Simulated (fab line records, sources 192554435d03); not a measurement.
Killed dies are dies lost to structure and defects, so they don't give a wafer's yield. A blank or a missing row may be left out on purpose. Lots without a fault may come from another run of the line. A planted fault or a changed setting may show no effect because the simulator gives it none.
One fault seen from 2 desks | flow n5_finfet | each desk has only its own numbers; what lay behind them comes last

THE METROLOGY DESK
What the gauges read, lot by lot, whatever tool the lot ran on: means of the sampled wafers that have a number. A lot is out of limits, marked OUT, if its mean lies more than 4 standard deviations from the usual mean; the brackets give that distance. Of its 10 readings 7 are shown: those that lie furthest out on some lot.
Columns: A = DIBL_N at N5_BEOL_M4_RC_MEAS_101, usual 36.5 mV/V; B = DIBL_P at N5_BEOL_M4_RC_MEAS_101, usual 36.6 mV/V; C = IOFF_P at N5_BEOL_M4_RC_MEAS_101, usual 0.217 nA/um; D = ION_P at N5_BEOL_M4_RC_MEAS_101, usual 464 uA/um; E = SS_P at N5_BEOL_M4_RC_MEAS_101, usual 73.4 mV/dec; F = VT_N at N5_BEOL_M4_RC_MEAS_101, usual 250.0 mV; G = VT_P at N5_BEOL_M4_RC_MEAS_101, usual -250 mV
lot  | first seen here | A    | B    | C     | D   | E    | F     | G
L642 | day 7 23:13     | 38.1 | 37.7 | 0.235 | 467 | 73.4 | 250.1 | -248
L644 | day 8 17:36     | 36.4 | 36.6 | 0.206 | 463 | 73.4 | 249.8 | -250
L645 | day 9 01:41     | 34.5 | 35.0 | 0.214 | 469 | 73.2 | 250.4 | -249
L646 | day 9 03:20     | 36.7 | 36.7 | 0.250 | 472 | 73.2 | 246.6 | -246
L648 | day 9 20:58     | 36.0 | 36.0 | 0.228 | 468 | 73.3 | 249.1 | -246
L649 | day 10 00:01    | 37.2 | 36.1 | 0.233 | 467 | 73.6 | 250.8 | -248
L652 | day 10 02:55    | 37.9 | 36.9 | 0.236 | 466 | 73.7 | 246.4 | -250
L655 | day 11 17:27    | 36.9 | 37.1 | 0.198 | 456 | 73.7 | 250.9 | -254
L662 | day 13 06:30    | 35.4 | 34.6 | 0.192 | 462 | 72.3 | 253.0 | -250
L664 | day 13 13:08    | 36.2 | 38.6 | 0.215 | 458 | 73.8 | 249.5 | -249
L665 | day 13 16:08    | 36.7 | 36.3 | 0.218 | 462 | 73.6 | 248.0 | -251
This desk's finding: nothing out of limits on any of the 11 lots.

THE TOOL OWNER'S DESK: litho_track-05
The tool's own readings at N5_BEOL_M3_COAT_62 (time 60 s, resist thk 12 nm): means of the sampled wafers that have a number, for each lot that ran on this tool. A lot is out of limits, marked OUT, if its mean lies more than 4 standard deviations from the usual mean; the brackets give that distance.
Columns: A = dispense_pressure_kPa at N5_BEOL_M3_COAT_62, usual 47 kPa; B = spin_speed_rpm at N5_BEOL_M3_COAT_62, usual 1499.8 rpm
lot  | first seen here | A  | B
L642 | day 6 22:13     | 45 | 1500.4
L644 | day 7 19:18     | 45 | 1499.6
L645 | day 7 22:40     | 45 | 1499.4
L655 | day 10 09:55    | 45 | 1500.2
L662 | day 12 04:04    | 45 | 1448.0 (-40) OUT
L664 | day 12 18:45    | 45 | 1447.9 (-40) OUT
This desk's finding: out of limits on L662, L664; first on L662, day 12 04:04 (spin_speed_rpm at N5_BEOL_M3_COAT_62). In limits: L642, L644, L645, L655.

PUT TOGETHER
The tool owner's desk could have raised an alarm at day 12 04:04, on L662, L664.
The metrology desk saw nothing out of limits.
The metrology desk has L662, L664 on record, within its limits.
Of the lots named, all ran N5_BEOL_M3_COAT_62 on litho_track-05.

WHAT THE SIMULATOR HAD PUT IN
Process parameter drift: litho_track-05, from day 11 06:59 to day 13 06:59, at N5_BEOL_M3_COAT_62. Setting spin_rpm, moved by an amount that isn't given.
Lots struck among those shown: L662, L664.
Hours from the fault's start to each desk's first reading out of limits: the tool owner's desk, 21.
